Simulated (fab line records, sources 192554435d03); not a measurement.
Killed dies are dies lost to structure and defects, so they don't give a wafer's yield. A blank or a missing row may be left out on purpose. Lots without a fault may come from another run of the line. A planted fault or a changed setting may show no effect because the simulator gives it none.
Split-lot experiment | flow n5_finfet | 7 lots, 21 wafers read, on a route of 1938 steps

THE SPLIT
At N5_BEOL_M3_COAT_67 (time 60 s, resist thk 60 nm), the setting spin_rpm was moved away from the recipe's 1500 rpm on 7 of the 21 wafers read, by -9.9% to +5.3%. The other wafers ran this setting at the recipe's value.

FROM THE SPLIT TO THE READING: what the file shows between them, 4 steps
- N5_BEOL_M3_COAT_68: time 60 s, resist thk 12 nm
- N5_BEOL_M3_COAT_76: time 60 s, resist thk 5 nm
- N5_BEOL_M3_ALD_98: deposits SiO2, target thk 2.5 nm, pulse time 1 s, co reactant pulse time 1 s
- N5_BEOL_M3_ETCHBACK_99: etches SiO2 in CHF3, target depth 5 nm, time 10.4 s

THE READING
etch.depth_nm (the simulator's own value, which no gauge read), in nm, at N5_BEOL_M3_ETCH_70 (etches SOC in N2/H2, target depth 80 nm, overetch 16 nm, time 120 s). The file gives no usual value for it. The 14 wafers here that ran the recipe average 60.03 nm, standard deviation 0.24 nm.

wafer  | tool, chamber at the split | spin_rpm as run, rpm | against the recipe | etch.depth_nm, nm | against lot-mates on the recipe
L078.2 | litho_track-04, 0          | 1500                 | recipe             | 59.94             | -
L078.5 | litho_track-04, 0          | 1500                 | recipe             | 60.22             | -
L078.6 | litho_track-04, 0          | 1500                 | recipe             | 60.03             | -
L081.1 | litho_track-04, 0          | 1500                 | recipe             | 59.85             | -
L081.4 | litho_track-04, 0          | 1352                 | -9.9%              | 63.06             | +3.26
L081.5 | litho_track-04, 0          | 1500                 | recipe             | 59.75             | -
L083.1 | litho_track-05, 0          | 1362                 | -9.2%              | 63.29             | +3.06
L083.2 | litho_track-05, 0          | 1500                 | recipe             | 60.23             | -
L083.3 | litho_track-05, 0          | 1362                 | -9.2%              | 63.33             | +3.10
L088.4 | litho_track-05, 0          | 1370                 | -8.7%              | 62.32             | +2.68
L088.5 | litho_track-05, 0          | 1500                 | recipe             | 59.79             | -
L088.6 | litho_track-05, 0          | 1500                 | recipe             | 59.5              | -
L089.2 | litho_track-04, 0          | 1500                 | recipe             | 60.23             | -
L089.3 | litho_track-04, 0          | 1579                 | +5.3%              | 58.67             | -1.56
L089.5 | litho_track-04, 0          | 1579                 | +5.3%              | 58.75             | -1.48
L090.1 | litho_track-04, 0          | 1500                 | recipe             | 60.18             | -
L090.2 | litho_track-04, 0          | 1500                 | recipe             | 59.98             | -
L090.4 | litho_track-04, 0          | 1500                 | recipe             | 60.11             | -
L093.1 | litho_track-04, 0          | 1500                 | recipe             | 60.36             | -
L093.2 | litho_track-04, 0          | 1550                 | +3.3%              | 59.31             | -1.02
L093.6 | litho_track-04, 0          | 1500                 | recipe             | 60.3              | -

THE FIT
A straight line over all 21 wafers: etch.depth_nm changes by -0.305 nm for each +1% of spin_rpm; r = -0.98; the points scatter about the line by 0.28 nm.
The same after taking each lot's own level away (the mean of its wafers on the recipe; 21 wafers): -0.32 nm for each +1%; r = -1.00; scatter 0.1 nm.
On that fit, the largest move of spin_rpm shifts the reading by 3.2 nm.
The lots' own levels span 59.645 to 60.330 nm, that is 2.9 times the standard deviation above.
So the lot-to-lot level changes the slope little: the two slopes agree.
Check: with one of the wafers moved furthest among these (-9.9%) left out of the fit, the line predicts +3.17 nm for it against its lot-mates. It came out at +3.26 nm against them.

THE WHOLE CHAIN: every reading that the file lists as answering this split, in the file's order
step               | what it does                                                        | reading                                                                        | change (the file's fit)               | r (the file's)
N5_BEOL_M3_COAT_67 | time 60 s, resist thk 60 nm                                         | SOC_of_BEOL_M3_COAT_67.thk_nm (the simulator's own value, which no gauge read) | -0.32 nm for each +1% of the setting  | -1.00
N5_BEOL_M3_ETCH_70 | etches SOC in N2/H2, target depth 80 nm, overetch 16 nm, time 120 s | etch.depth_nm (the simulator's own value, which no gauge read)                 | -0.322 nm for each +1% of the setting | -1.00

THE FILE'S OWN FIT
etch.depth_nm changes by -0.322 nm for each +1% of spin_rpm, r = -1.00.
